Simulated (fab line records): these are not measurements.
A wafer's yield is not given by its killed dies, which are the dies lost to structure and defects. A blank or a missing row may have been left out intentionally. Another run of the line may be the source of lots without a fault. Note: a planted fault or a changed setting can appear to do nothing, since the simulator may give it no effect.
fab line records | flow nandHarc
[record] lots = 12 wafers = 36 lastDay = 24
route steps=1159 shown A_BLC@978 A_M1@1049 A_BONDPAD@1073
lots that met no fault: from a run of the same line without faults
startH: hours from the record's opening day to when the first of the lot's shown wafers began | waitH: time in hours since the lot's previous step | " the same as in the row above | L1.1+2: a row that stands for several wafers | - either no value or no given start | * or withheld: withheld | < > ~ a bound
route shown NAME@n: a module of which the file shows steps, and the number in the route of the first | usual: mean/standard deviation taken from wafers without a fault | same: alike in all rows | chamber/n: place in a boat | sites: the reading at each site | _std_site: the values' standard deviation | _edge_site: mean of outer sites minus mean of inner sites | radiusMm: how far each site lies from the wafer's centre | mask NAME#n: copy n | behind: the most recent tool/chamber to have shaped the wafer | hold: cause of the lot's hold/its duration in hours/its outcome | device: whichever transistor did not switch (one of n, p or np) | end of line: tests of these same wafers at the route's end | a step with no rows: only its recipe | killed: count of dies lost to structure and defects at first sort (not the wafer's yield) | map: dies across one wafer; x = killed, . = not, _ = none there
set.NAME: the run value of the setting; set.NAME@STEP: its run value at that earlier step | model.NAME: the simulator's own value behind a step, which no gauge read
the route's steps for a sample of lots (tables are steps, rows are wafers)
services: when a tool's chamber went out of use (startH, in hours from the record's first day, below 0 if earlier), for how many hours, and the reason
[[steps]]
[step NHARC_A_BLC_ETCH_16]
[recipe] targetDepthA = 390 overEtchFrac = 0.3 timeS = 65 ionEnergyEv = 80 cf4FlowSccm = 150 arFlowSccm = 0 rfW = 300 biasW = 100 chemistry = CF4
[usual] drypumpMotorCurrentA = 5.7/0.44 oesProductAu = 0.997/0.01 rfVppV = 151.4/1 showerheadPlenumPTorr = 1.77/0.067 throttleValvePct = 13.286/0.0093
// columns lot.wafer tool chamber startH waitH drypumpMotorCurrentA oesProductAu rfHoursCounterH rfVppV showerheadPlenumPTorr throttleValvePct
L742.3 rieDiel-02 3 398.89 0.1 5.6 1.001 4 151.8 1.65 13.297
L742.4 " 0 " " 5.6 0.987 5 151.5 1.83 13.269
L742.2 " 1 " " 5.0 0.980 5 152.7 1.75 13.284
L743.3 rieDiel-09 3 400.89 0.1 5.9 0.974 19 152.9 1.85 13.277
L743.6 " 1 " " 6.5 1.000 - 151.2 1.80 13.279
L743.4 " 0 " " 6.0 0.987 - 152.3 1.78 13.287
L747.1 rieDiel-09 3 410.59 0.1 5.9 0.996 20 152.4 1.85 13.290
L747.2 " 0 " " 6.0 1.008 16 150.0 1.78 13.287
L747.6 " 1 " " 6.5 0.998 - 152.7 1.80 13.273
L744.1 rieDiel-02 1 410.62 0.1 5.0 1.000 6 151.0 1.75 13.271
L744.6 " 0 " " 5.6 0.987 - 152.1 1.83 13.297
L744.5 " 1 " " 4.9 0.988 - 151.2 1.75 13.287
L745.1 rieDiel-09 0 420.75 0.1 6.0 1.003 17 151.7 1.78 13.296
L745.6 " 0 " " 6.0 1.001 - 152.3 1.77 13.296
L745.5 " 1 " " 6.5 1.007 - 150.5 1.80 13.277
L754.1 rieDiel-02 0 455.32 0.1 5.6 0.998 11 151.4 1.83 13.280
L754.5 " 0 " " 5.6 0.990 - 150.7 1.83 13.281
L754.6 " 1 " " 5.0 0.974 - 151.4 1.75 13.287
L758.4 rieDiel-02 1 494.56 0.1 4.9 0.966 15 149.7 1.75 13.281
L758.6 " 2 " " 5.3 1.003 - 150.4 1.74 13.275
L758.5 " 3 " " 5.5 0.988 - 149.4 1.65 13.279
L760.4 rieDiel-08 3 505.49 0.1 5.5 0.990 6 152.7 1.91 13.274
L760.5 " 1 " " 5.5 0.996 - 152.0 1.73 13.294
L760.6 " 2 " " 6.0 0.994 - 149.2 1.68 13.280
L759.3 rieDiel-08 3 508.05 0.1 5.5 0.995 7 153.2 1.91 13.283
L759.4 " 1 " " 5.5 1.002 8 150.9 1.73 13.303
L759.1 " 2 " " 6.0 0.989 8 150.5 1.67 13.294
L762.6 rieDiel-09 3 514.57 0.1 5.9 1.001 - 152.5 1.84 13.297
L762.5 " 0 " " 6.0 1.000 - 151.9 1.77 13.294
L762.4 " 2 " " 6.2 1.016 - 151.2 1.80 13.285
L764.3 rieDiel-09 3 530.49 0.1 5.9 0.991 11 152.3 1.84 13.283
L764.4 " 2 " " 6.2 1.005 - 150.8 1.80 13.274
L764.6 " 1 " " 6.5 1.004 - 151.7 1.80 13.292
L765.2 rieDiel-02 0 535.73 0.1 5.6 1.023 1 152.4 1.82 13.283
L765.1 " 2 " " 5.2 1.025 3 152.2 1.74 13.287
L765.4 " 3 " " 5.5 1.014 2 149.8 1.65 13.275
[step NHARC_A_BLC_DEGAS_30]
[recipe] tempC = 300 timeS = 60
[usual] heaterPowerW = 457/61
// columns lot.wafer tool chamber startH waitH heaterPowerW
L742.4 pvdSputter-01 - 400.49 - 558
L742.3 " - " " 427
L742.2 " - " " 453
L743.4 pvdSputter-02 - 402.60 - 396
L743.3 " - " " 389
L743.6 " - " " 497
L744.1 pvdSputter-01 - 412.11 - 447
L744.6 " - " " 541
L744.5 " - " " 422
L747.1 pvdSputter-02 - 412.28 - 388
L747.2 " - " " 500
L747.6 " - " " 400
L745.1 pvdSputter-01 - 422.40 - 537
L745.5 " - " " 454
L745.6 " - " " 533
L754.1 pvdSputter-02 - 456.89 - 415
L754.5 " - " " 416
L754.6 " - " " 509
L758.4 pvdSputter-02 - 496.06 - 393
L758.5 " - " " 384
L758.6 " - " " 415
L760.4 pvdSputter-03 - 506.98 - 537
L760.5 " - " " 512
L760.6 " - " " 355
L759.4 pvdSputter-01 - 509.59 - 552
L759.1 " - " " 426
L759.3 " - " " 532
L762.4 pvdSputter-02 - 516.20 - 490
L762.6 " - " " 498
L762.5 " - " " 373
L764.3 pvdSputter-01 - 532.18 - 534
L764.4 " - " " 537
L764.6 " - " " 440
L765.1 pvdSputter-03 - 537.22 - 514
L765.4 " - " " 478
L765.2 " - " " 545
[step NHARC_A_M1_PVD_21]
[recipe] targetThkA = 300 chamberPressurePa = 5 powerW = 5000 substrateTempC = 30 timeS = 20.49 material = Cu
[usual] throttleValvePct = 30.0/0.74 timeS = 20.49/0
// columns lot.wafer tool chamber startH waitH throttleValvePct timeS
L742.2 pvdSputter-02 - 408.38 - 28.8 20.49
L742.3 " - " " 29.3 20.49
L742.4 " - " " 29.9 20.49
L743.4 pvdSputter-01 - 415.52 - 30.4 20.49
L743.3 " - " " 31.6 20.49
L743.6 " - " " 30.8 20.49
L744.1 pvdSputter-02 - 419.89 - 29.1 20.49
L744.5 " - " " 29.9 20.49
L744.6 " - " " 29.2 20.49
L747.1 pvdSputter-01 - 420.07 - 29.4 20.49
L747.2 " - " " 29.9 20.49
L747.6 " - " " 29.3 20.49
L745.1 pvdSputter-02 - 431.75 - 29.7 20.49
L745.6 " - " " 30.0 20.49
L745.5 " - " " 28.9 20.49
L754.1 pvdSputter-01 - 464.87 - 29.4 11.46
L754.6 " - " " 30.9 11.46
L754.5 " - " " 29.1 11.46
L758.4 pvdSputter-02 - 503.88 - 28.8 20.49
L758.5 " - " " 30.0 20.49
L758.6 " - " " 29.4 20.49
L760.4 pvdSputter-02 - 521.07 - 29.1 20.49
L760.5 " - " " 29.2 20.49
L760.6 " - " " 29.0 20.49
L759.3 pvdSputter-03 - 523.05 - 30.2 20.49
L759.4 " - " " 29.4 20.49
L759.1 " - " " 30.8 20.49
L762.4 pvdSputter-03 - 526.35 - 30.5 20.49
L762.5 " - " " 30.4 20.49
L762.6 " - " " 29.8 20.49
L764.4 pvdSputter-03 - 541.32 - 30.7 20.49
L764.3 " - " " 30.5 20.49
L764.6 " - " " 30.2 20.49
L765.4 pvdSputter-03 - 549.45 - 30.9 20.49
L765.2 " - " " 29.6 20.49
L765.1 " - " " 30.6 20.49
[step NHARC_A_BONDPAD_OVL_MEAS_35]
[usual] overlayXNm = 0/5.6 overlayYNm = 0/4.6
// columns lot.wafer tool chamber startH waitH overlayXNm overlayYNm
L742.2 overlay-01 - 411.64 - -4 3
L742.3 " - " " -4 3
L742.4 " - " " -4 3
L743.3 overlay-01 - 418.84 - 0 -4
L743.4 " - " " 1 -4
L743.6 " - " " 1 -4
L744.1 overlay-02 - 423.23 - 7 -4
L744.5 " - " " 7 -5
L744.6 " - " " 7 -4
L747.1 overlay-01 - 423.51 - 6 -2
L747.2 " - " " 6 -3
L747.6 " - " " 6 -2
L745.1 overlay-02 - 435.53 - 5 -7
L745.5 " - " " 5 -7
L745.6 " - " " 4 -6
L754.1 overlay-02 - 468.33 - 6 1
L754.5 " - " " 6 1
L754.6 " - " " 6 1
L758.4 overlay-01 - 507.33 - -1 -5
L758.5 " - " " -1 -6
L758.6 " - " " -1 -6
L760.4 overlay-02 - 525.21 - 4 -5
L760.5 " - " " 4 -4
L760.6 " - " " 4 -3
L759.1 overlay-02 - 526.59 - -11 8
L759.3 " - " " -11 8
L759.4 " - " " -11 7
L762.4 overlay-01 - 529.70 - 5 7
L762.5 " - " " 4 7
L762.6 " - " " 5 7
L764.3 overlay-02 - 544.57 - -4 8
L764.4 " - " " -4 8
L764.6 " - " " -4 8
L765.1 overlay-01 - 552.87 - -6 -1
L765.2 " - " " -5 -1
L765.4 " - " " -5 -2
[[services]]
// columns tool chamber startH hours kind
rieDiel-09 0 385.67 - clean
rieDiel-09 1 385.67 - clean
rieDiel-09 2 385.67 - clean
rieDiel-09 3 385.67 - clean
rieDiel-02 0 385.76 - clean
rieDiel-02 1 385.76 - clean
rieDiel-02 2 385.76 - clean
rieDiel-02 3 385.76 - clean
pvdSputter-02 - 392.02 10.0 pm
rieDiel-09 2 398.02 100.3 repair
rieDiel-09 0 410.17 - clean
rieDiel-09 1 410.17 - clean
rieDiel-09 - 431.10 9.0 pm
pvdSputter-03 - 458.00 10.0 pm
rieDiel-09 - 469.69 0.6 repair
pvdSputter-03 - 473.76 3.9 repair
rieDiel-08 - 479.90 9.0 pm
rieDiel-02 - 504.76 9.0 pm
rieDiel-09 1 512.44 7.1 repair
rieDiel-09 0 520.62 11.6 repair
rieDiel-02 0 522.32 9.9 repair
rieDiel-02 3 539.94 15.0 repair
pvdSputter-01 - 540.14 10.0 pm
rieDiel-08 0 543.68 33.3 repair
[[key]]
[firstSign] step = NHARC_A_M1_PVD_21 reading = timeS direction = down sigmas = 99+ usual = * struck = *
effect none on later readings
metAt NHARC_A_M1_PVD_21
struckLots L754
notActingAt NHARC_A_BLC_ETCH_16,NHARC_A_BLC_DEGAS_30,NHARC_A_BONDPAD_OVL_MEAS_35
onsetBetween 420.07 464.87
[fault] kind = processParameterDrift tool = pvdSputter-01 chamber = - onsetH = 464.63 steps = NHARC_A_M1_PVD_21 channel = timeS offset = * shape = step endH = 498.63 actsIn = * stated = *
